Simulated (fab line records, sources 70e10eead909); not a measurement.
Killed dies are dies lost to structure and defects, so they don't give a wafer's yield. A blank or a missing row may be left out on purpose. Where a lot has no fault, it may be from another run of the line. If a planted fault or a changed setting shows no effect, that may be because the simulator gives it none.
fab line records	flow nand_harc
record: lots: 5	wafers: 15	last_day: 33
route steps=1302 shown A_WL_FILL@956 A_CONTACT@983 END@1302
lots with no fault: from the same line, run without faults
start_h: hours from the record's first day to the start of the lot's first wafer shown	wait_h: how many hours have passed since the lot's step before this one	" unchanged from the row above	L1.1+2: several wafers, shown together as one row	- no value, or no start was given	* or withheld: withheld	< > ~ a bound
route shown NAME@n: NAME is a module with steps in the file, n the number in the route of the first one	usual: mean/standard deviation of fault-free wafers	same: alike in all rows	chamber/n: place in a boat	sites: per-site readings	_std_site: standard deviation across them	_edge_site: inner sites' mean taken away from outer sites' mean	radius_mm: how far each site lies from the wafer's centre	mask NAME#n: copy n	behind: the last tool/chamber to shape the wafer	hold: why the lot was held/for how many hours/how that ended	device: the n, p or np transistor that did not switch	end of line: tests run on the same wafers once the route is complete	for a step that has no rows: nothing shown but its recipe	killed: the dies lost at the first sort to structure and to defects; this is not the yield of the wafer	map: a wafer's dies, x killed, . not, _ none there
set.NAME: the run value of the setting; set.NAME@STEP: its run value at that earlier step	model.NAME: the simulator's own value behind a step, which no gauge read
a table for each step, a row for each wafer; lots at some steps of the route
services: a tool's chamber out of use, with start hour (start_h, from the record's first day; less than 0 if before it), hours out, and reason
== steps ==
step: NHARC_A_WL_FILL_CVD_03
recipe: target_thk_a: 400	temp_c: 300	pressure_torr: 40	wf6_flow_sccm: 40	h2_flow_sccm: 1600	ar_flow_sccm: 1560	time_s: 279	material: W
step: NHARC_A_WL_FILL_ETCHBACK_04
recipe: target_depth_a: 600	time_s: 120	chemistry: NF3
step: NHARC_A_WL_FILL_ETCHBACK_05
recipe: target_depth_a: 220	time_s: 60	temp_c: 40	chemistry: Cl2/BCl3
usual: drypump_motor_current_A: 6.0/0.32	he_backside_leak_sccm: 3.43/0.16	oes_product_au: 1.002/0.01
lot.wafer	tool	chamber	start_h	wait_h	drypump_motor_current_A	he_backside_leak_sccm	oes_product_au	rf_hours_counter_h
L302.4	rie_metal-03	1	551.09	0.2	6.0	3.42	0.982	-
L302.3	"	0	"	"	5.7	3.61	0.993	-
L302.5	"	0	"	"	5.7	3.62	0.990	-
L306.1	rie_metal-03	0	597.47	0.2	5.7	3.43	1.009	1.3
L306.4	"	1	"	"	6.0	3.68	1.000	-
L306.6	"	1	"	"	6.0	3.51	1.005	-
L305.1	rie_metal-01	0	599.65	0.2	6.6	3.60	1.004	0.7
L305.3	"	1	"	"	6.1	3.41	1.015	-
L305.6	"	1	"	"	6.1	3.30	1.014	-
L314.3	rie_metal-03	1	680.51	0.1	6.0	3.43	0.982	-
L314.4	"	0	"	"	5.7	3.50	0.996	-
L314.5	"	0	"	"	5.7	3.38	0.983	-
L315.2	rie_metal-03	0	693.35	0.2	5.7	3.35	0.991	3.6
L315.4	"	1	"	"	6.0	3.55	0.990	-
L315.6	"	0	"	"	5.7	3.33	0.993	-
step: NHARC_A_WL_FILL_STRIP_27
recipe: power_w: 1500	temp_c: 250	time_s: 20	chemistry: N2/H2
step: NHARC_A_WL_FILL_STRIP_28
recipe: time_s: 1200	temp_c: 72.5	chemistry: post_etch_residue_remover
step: NHARC_A_WL_FILL_PRECLEAN_06
recipe: time_s: 300	chemistry: DIW
step: NHARC_A_WL_FILL_SRD_07
step: NHARC_A_WL_FILL_ANNEAL_08
recipe: temp_c: 450	time_s: 1800
step: NHARC_A_WL_FILL_ALD_10
recipe: target_thk_a: 500	pulse_time_s: 10	ald_cycles: 500	temp_c: 300	material: SiO2
step: NHARC_A_WL_FILL_ETCHBACK_16
recipe: target_depth_a: 1200	time_s: 24	c4f8_flow_sccm: withheld	o2_flow_sccm: 8	ar_flow_sccm: withheld	rf_w: 600	bias_w: 800	chemistry: C4F8/O2/Ar
step: NHARC_A_WL_FILL_STRIP_29
recipe: time_s: 20	o2_flow_sccm: 500	ar_flow_sccm: 0	bias_w: 0	chemistry: O2
usual: drypump_motor_current_A: 5.7/0.32	oes_product_au: 1.001/0.0094	rf_vpp_V: 57.6/0.93	showerhead_plenum_p_Torr: 3.51/0.15	throttle_valve_pct: 17.037/0.0081
lot.wafer	tool	chamber	start_h	wait_h	drypump_motor_current_A	oes_product_au	rf_hours_counter_h	rf_vpp_V	showerhead_plenum_p_Torr	throttle_valve_pct
L302.3	rie_diel-03	0	563.32	0.1	5.5	0.994	1.9	57.5	3.38	17.040
L302.4	"	0	"	"	5.5	0.996	-	58.1	3.38	17.037
L302.5	"	3	"	"	5.1	1.013	-	58.6	3.54	17.035
L305.1	rie_diel-02	3	608.99	0.1	6.0	1.008	1.2	58.0	3.71	17.032
L305.3	"	1	"	"	6.0	1.012	1.4	58.8	3.75	17.037
L305.6	"	0	"	"	6.0	0.996	-	55.6	3.28	17.032
L306.4	rie_diel-03	1	613.78	0.1	6.1	0.992	3.5	58.7	3.63	17.045
L306.1	"	2	"	"	5.9	1.000	2.4	56.7	3.68	17.044
L306.6	"	3	"	"	5.1	1.014	-	57.1	3.54	17.025
L314.4	rie_diel-03	0	692.66	0.1	5.5	1.008	1.1	56.6	3.38	17.034
L314.3	"	2	"	"	5.9	1.011	1.1	59.4	3.68	17.045
L314.5	"	3	"	"	5.1	0.997	-	56.7	3.54	17.041
L315.2	rie_diel-08	2	703.42	0.1	5.3	1.009	4.5	56.8	3.68	17.034
L315.4	"	1	"	"	5.8	1.006	-	57.6	3.39	17.034
L315.6	"	0	"	"	5.9	1.011	-	55.4	3.34	17.048
step: NHARC_A_WL_FILL_ETCHBACK_17
recipe: target_depth_a: 40	time_s: 26.7	chemistry: Cl2/BCl3
usual: drypump_motor_current_A: 6.0/0.36	he_backside_leak_sccm: 3.42/0.16	oes_product_au: 1.003/0.0098
lot.wafer	tool	chamber	start_h	wait_h	drypump_motor_current_A	he_backside_leak_sccm	oes_product_au	rf_hours_counter_h
L302.4	rie_metal-01	1	563.46	-	6.1	3.60	1.006	-
L302.3	"	0	"	"	6.6	3.52	0.992	-
L302.5	"	0	"	"	6.5	3.66	0.993	-
L305.1	rie_metal-02	1	609.09	-	5.6	3.35	0.998	2.5
L305.3	"	1	"	"	5.6	3.10	0.992	-
L305.6	"	1	"	"	5.6	3.24	0.991	-
L306.1	rie_metal-01	1	613.88	-	6.1	3.43	1.019	1.0
L306.4	"	0	"	"	6.6	3.53	0.996	-
L306.6	"	0	"	"	6.6	3.48	0.999	-
L314.3	rie_metal-01	1	692.80	-	6.1	3.54	1.020	-
L314.4	"	0	"	"	6.6	3.70	1.007	-
L314.5	"	1	"	"	6.1	3.51	1.015	-
L315.2	rie_metal-02	0	703.53	-	5.9	3.23	0.990	1.0
L315.4	"	1	"	"	5.6	3.56	0.991	-
L315.6	"	0	"	"	5.9	3.24	0.997	-
step: NHARC_A_WL_FILL_PRECLEAN_18
recipe: time_s: 30	chemistry: dHF
step: NHARC_A_WL_FILL_SRD_21
step: NHARC_A_WL_FILL_CVD_23
recipe: target_thk_a: 400	temp_c: 620	pressure_mtorr: 200	time_s: 800	material: poly-Si
step: NHARC_A_WL_FILL_ETCHBACK_26
recipe: target_depth_a: 520	time_s: 13.3	hbr_flow_sccm: 150	rf_w: 350	icp_w: 350	bias_w: 60	chemistry: HBr
step: NHARC_A_WL_FILL_PRECLEAN_30
recipe: time_s: 10	chemistry: dHF
step: NHARC_A_WL_FILL_SRD_14
step: NHARC_A_WL_FILL_ALD_19
recipe: target_thk_a: 20	pulse_time_s: 3	ald_cycles: 100	temp_c: 450	material: TiN
usual: heater_power_w: 1093/100	precursor_pulse_height_rel: 0.997/0.017
lot.wafer	tool	chamber	start_h	wait_h	heater_power_w	precursor_pulse_height_rel
L302.4	ald_metal-02	3	568.96	0.1	1128	0.996
L302.3	"	0	"	"	970	0.988
L302.5	"	2	"	"	1084	0.962
L305.3	ald_metal-04	1	614.59	0.1	1365	1.035
L305.1	"	2	"	"	1023	0.994
L305.6	"	2	"	"	993	1.009
L306.1	ald_metal-01	0	619.33	0.1	1119	1.019
L306.4	"	3	"	"	1087	1.000
L306.6	"	0	"	"	1107	0.986
L314.3	ald_metal-01	1	698.17	0.1	951	0.980
L314.4	"	0	"	"	1089	0.994
L314.5	"	2	"	"	1142	0.998
L315.2	ald_metal-04	1	708.95	0.1	1330	1.031
L315.4	"	3	"	"	1128	1.030
L315.6	"	1	"	"	1308	1.010
step: NHARC_A_WL_FILL_CVD_20
recipe: target_thk_a: 1000	temp_c: 400	pressure_torr: 40	wf6_flow_sccm: 40	h2_flow_sccm: 1600	ar_flow_sccm: 1560	time_s: 74	material: W
step: NHARC_A_WL_FILL_CMP_12
recipe: t_overpolish_s: 30	target_thk_nm: 100
step: NHARC_A_WL_FILL_SRD_31
step: NHARC_A_CONTACT_DEP_24
recipe: target_thk_a: 5000	temp_c: 400	pressure_torr: 6.5	rf_w: 900	teos_flow_sccm: 161.4	flow_sccm: 2650	target_thk_nm: 500	gas: O2	material: SiO2
usual: heater_power_w: 599/65	throttle_valve_pct: 16.1/0.53
lot.wafer	tool	chamber	start_h	wait_h	heater_power_w	throttle_valve_pct
L302.3	pecvd-03	1	569.95	0.2	726	14.5
L302.4	"	2	"	"	635	15.7
L302.5	"	0	"	"	463	16.4
L305.1	pecvd-02	0	615.54	0.1	571	16.3
L305.3	"	2	"	"	702	15.7
L305.6	"	0	"	"	590	16.2
L306.1	pecvd-04	0	620.30	0.1	566	16.3
L306.6	"	2	"	"	628	16.6
L306.4	"	0	"	"	618	16.4
L314.3	pecvd-04	0	699.22	0.2	573	15.9
L314.5	"	1	"	"	641	16.0
L314.4	"	2	"	"	639	16.1
L315.2	pecvd-03	0	709.85	0.1	456	16.8
L315.6	"	0	"	"	501	16.6
L315.4	"	1	"	"	621	15.5
step: NHARC_A_CONTACT_DEP_28
recipe: target_thk_a: 70000	temp_c: 400	material: aC
usual: throttle_valve_pct: 34.999/0.0084
lot.wafer	tool	chamber	start_h	wait_h	throttle_valve_pct
L302.3	acl_dep-01	0	571.85	1.5	35.011
L302.4	"	0	"	"	35.009
L302.5	"	0	"	"	34.987
L305.1	acl_dep-03	0	623.25	7.2	34.988
L305.3	"	0	624.66	8.6	34.991
L305.6	"	0	626.77	10.7	34.999
L306.1	acl_dep-01	0	626.48	5.7	35.000
L306.4	"	0	628.61	7.8	34.996
L306.6	"	0	630.03	9.2	35.010
L314.3	acl_dep-02	0	701.37	1.7	34.993
L314.4	"	0	"	"	34.994
L314.5	"	0	"	"	34.998
L315.2	acl_dep-02	0	713.04	2.6	34.985
L315.4	"	0	714.46	4.1	34.991
L315.6	"	0	715.87	5.5	35.009
step: NHARC_A_CONTACT_DEP_29
recipe: target_thk_a: 1000	target_thk_nm: 100	temp_c: 400	pressure_torr: 3.5	flow_sccm: 200	rf_w: 350	material: SiON
step: NHARC_A_CONTACT_DEHYDRATE_32
recipe: temp_c: 150	time_s: 120
step: NHARC_A_CONTACT_HMDS_33
recipe: time_s: 30
step: NHARC_A_CONTACT_COAT_34
recipe: temp_c: 260	time_s: 75
step: NHARC_A_CONTACT_COAT_35
recipe: temp_c: 225	time_s: 65
step: NHARC_A_CONTACT_COAT_36
recipe: spin_rpm: 1500	resist_thk_nm: 90
step: NHARC_A_CONTACT_SOFTBAKE_37
recipe: temp_c: 105	time_s: 55
step: NHARC_A_CONTACT_EBR_38
step: NHARC_A_CONTACT_EXPOSE_39
recipe: na: 1.35	sigma_outer: 0.8	dose_mj: 58.79	mask_id: A_CC_3
step: NHARC_A_CONTACT_PEB_40
recipe: peb_temp_c: 100	peb_time_s: 65
step: NHARC_A_CONTACT_DEVELOP_41
recipe: develop_time_s: 35	dev_temp_c: 23
step: NHARC_A_CONTACT_CD_MEAS_42
recipe: target_cd_nm: 300	landing_energy_ev: 500
usual: cd_nm: 300.2/0.53
lot.wafer	tool	chamber	start_h	wait_h	cd_nm
L302.3	cd_sem-03	0	575.31	-	300.1
L302.4	"	0	"	"	299.8
L302.5	"	0	"	"	299.4
L305.1	cd_sem-02	0	628.21	-	300.1
L305.3	"	0	"	"	299.9
L305.6	"	0	"	"	300.8
L306.1	cd_sem-03	0	631.48	-	300.6
L306.4	"	0	"	"	300.4
L306.6	"	0	"	"	300.1
L314.3	cd_sem-01	0	705.16	-	299.6
L314.4	"	0	"	"	299.8
L314.5	"	0	"	"	299.6
L315.2	cd_sem-03	0	717.33	-	300.2
L315.4	"	0	"	"	300.8
L315.6	"	0	"	"	300.4
step: NHARC_END_SORT_01
recipe: temp_c: 25
usual: killed_at_array: 55/19	killed_at_other: 0.6/0.99	killed_at_periphery: 4.2/2.6	killed_dies: 60/18	killed_open: 3.4/1.7	killed_short: 2.3/1.5
same: gross_dies: 677
lot.wafer	tool	chamber	start_h	wait_h	killed_at_array	killed_at_other	killed_at_periphery	killed_dies	killed_open	killed_short
L302.3	prober-02	0	647.00	3.1	54	0	8	62	2	1
L302.4	prober-02	0	647.80	3.4	57	0	3	60	5	1
L302.5	prober-02	0	648.61	3.7	66	0	10	76	3	3
L305.1	prober-01	0	696.51	2.5	110	0	2	112	3	2
L305.3	prober-01	0	698.11	3.1	119	0	4	123	5	1
L305.6	prober-01	0	700.51	4.0	118	0	1	119	4	3
killed by level:class
L302.3 A_CHANNEL_HOLE_D1:chamber_film_flake=32 A_CHANNEL_HOLE_D2:chamber_film_flake=9 P_BONDPAD:chamber_film_flake=6 A_CONTACT:chamber_film_flake=4 P_GATE:chamber_film_flake=2 A_CHANNEL_FILL_D1:chamber_film_flake=2 A_SLIT:chamber_film_flake=2 A_SOURCE_PLATE:geometric_particle:open=1
L302.4 A_CHANNEL_HOLE_D1:chamber_film_flake=21 A_CHANNEL_HOLE_D2:chamber_film_flake=12 A_CONTACT:chamber_film_flake=5 A_CHANNEL_FILL_D1:chamber_film_flake=4 A_WL_FILL:chamber_film_flake=3 A_DECK1_JOINT:chamber_film_flake=2 A_CHANNEL_FILL_D2:chamber_film_flake=2 A_SLIT:chamber_film_flake=2
L302.5 A_CHANNEL_HOLE_D1:chamber_film_flake=28 A_CHANNEL_HOLE_D2:chamber_film_flake=16 P_BONDPAD:chamber_film_flake=5 A_CONTACT:chamber_film_flake=4 A_CHANNEL_FILL_D1:chamber_film_flake=4 A_SLIT:chamber_film_flake=4 A_STAIRCASE:chamber_film_flake=3 P_CONTACT:geometric_particle:open=1
L305.1 A_WL_FILL:unspecified=48 A_CHANNEL_HOLE_D1:chamber_film_flake=30 A_CHANNEL_HOLE_D2:chamber_film_flake=19 A_M0:chamber_film_flake=3 A_SLIT:chamber_film_flake=2 A_DECK1_JOINT:chamber_film_flake=2 P_M0:geometric_particle:open=1 A_DECK1_JOINT:geometric_particle:short=1
L305.3 A_WL_FILL:unspecified=51 A_CHANNEL_HOLE_D1:chamber_film_flake=36 A_CHANNEL_HOLE_D2:chamber_film_flake=16 A_WL_FILL:chamber_film_flake=5 A_M0:chamber_film_flake=4 P_M0:geometric_particle:open=3 A_CHANNEL_FILL_D2:chamber_film_flake=2 A_SGD_CUT:chamber_film_flake=2
L305.6 A_WL_FILL:unspecified=45 A_CHANNEL_HOLE_D1:chamber_film_flake=34 A_CHANNEL_HOLE_D2:chamber_film_flake=17 A_SLIT:chamber_film_flake=5 A_CONTACT:chamber_film_flake=3 A_ONON_D2:geometric_particle:open=2 A_M0:chamber_film_flake=2 A_CHANNEL_HOLE_D1:geometric_particle:short=1
map L305.3 (x killed, . not)
____________.____________
_________......._________
_______xxx.x......_______
______xxx..........______
_____xxxxxx........._____
____xxxxx.x.....x.x..____
____xxxxxxx.........x____
___xxxxxx.x.....xx.x..___
___xxxxx........xxxx..___
__xxxxx.x...xxxxxxx....__
__.x..xx.......xxxx....__
_x.x..x.x.....xxxxx.x..._
_...xx.......xxxxxx....._
_........x.....x.x.xx..._
_......x.....x.xxxxx...._
_.............xxxxxx...._
..............xx.xx......
.............xx.x........
................x........
...x.....................
...............x.........
_......................._
_.................x....._
_......................._
_..x...................._
_....x.................._
__.....................__
__..................x..__
___................x..___
___...................___
____.........x.......____
____.................____
_____..............x_____
______.............______
_______......x.x.._______
_________......._________
____________.____________
map L315.6 (x killed, . not)
____________.____________
_________......._________
_______..........._______
______.............______
_____........x......_____
____....x............____
____...............x.____
___......x...x........___
___..............x....___
__............xxxx.....__
__...........x.xxxxxx..__
_....x.......xxxxxxx...._
_..............xxxxx...._
_.............x...xx...._
_............x.xxxx....._
_......x................_
.............x...........
.........................
.........................
.........x............x..
x........................
_.......x..............._
_x........x........x...._
_.........x............._
_....x.................._
_.........x....x........_
__.....................__
__.....................__
___.....x.............___
___...................___
____.................____
____.................____
_____.......x......._____
______....x....x...______
_______..........._______
_________.x....._________
____________.____________
== services ==
tool	chamber	start_h	hours	kind
rie_metal-02	-	530.85	1.0	repair
ald_metal-04	-	532.73	0.8	repair
ald_metal-01	0	536.53	6.3	repair
rie_diel-02	-	539.67	0.1	repair
rie_diel-08	-	544.85	9.0	pm
pecvd-03	-	547.56	13.0	pm
acl_dep-01	-	551.59	13.0	pm
ald_metal-01	2	559.06	52.2	repair
rie_diel-03	2	560.39	14.7	repair
rie_diel-02	-	570.70	9.0	pm
ald_metal-04	2	570.80	1.5	repair
rie_metal-01	-	575.00	9.0	pm
ald_metal-04	0	613.55	20.7	repair
acl_dep-02	-	614.36	13.0	pm
pecvd-04	-	631.00	13.0	pm
rie_metal-02	-	631.00	9.0	pm
rie_diel-03	-	635.30	9.0	pm
rie_diel-03	-	644.40	0.2	repair
ald_metal-04	-	652.00	10.0	pm
rie_diel-03	-	680.59	0.4	repair
ald_metal-04	0	683.65	7.5	repair
rie_metal-03	-	696.00	9.0	pm
ald_metal-04	-	702.27	0.4	repair
ald_metal-01	-	704.00	10.0	pm
== key ==
first_sign: step: NHARC_END_SORT_01	reading: killed_at_array	direction: up	sigmas: 3.2	usual: 55	struck: 116
effect: step: NHARC_END_SORT_01	reading: killed_dies	direction: up	sigmas: 3.1	usual: 60	struck: 118
more_kills_born_at: NHARC_A_WL_FILL_ETCHBACK_17@rie_metal-02: 143
met_at NHARC_A_WL_FILL_ETCHBACK_17
struck_wafers L305.1,L305.3,L305.6
tester_left_out L305
also_fits NHARC_A_WL_FILL_ETCHBACK_05:rie_metal-01,NHARC_A_WL_FILL_STRIP_29:rie_diel-02,NHARC_A_CONTACT_DEP_24:pecvd-02,NHARC_A_CONTACT_DEP_28:acl_dep-03
fault: kind: chamber_particle_source	tool: rie_metal-02	chamber: -	onset_h: 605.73	steps: NHARC_A_WL_FILL_ETCHBACK_17	rate_per_visit_cm2: 0.99341	end_h: 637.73
tester_left_out: of these lots the tester's yield and bins aren't shown, on N5 and GAA mostly nor the transistor test; their killed dies are dies lost to structure and defects alone, not to doping, threshold or leakage, so they don't give the yield
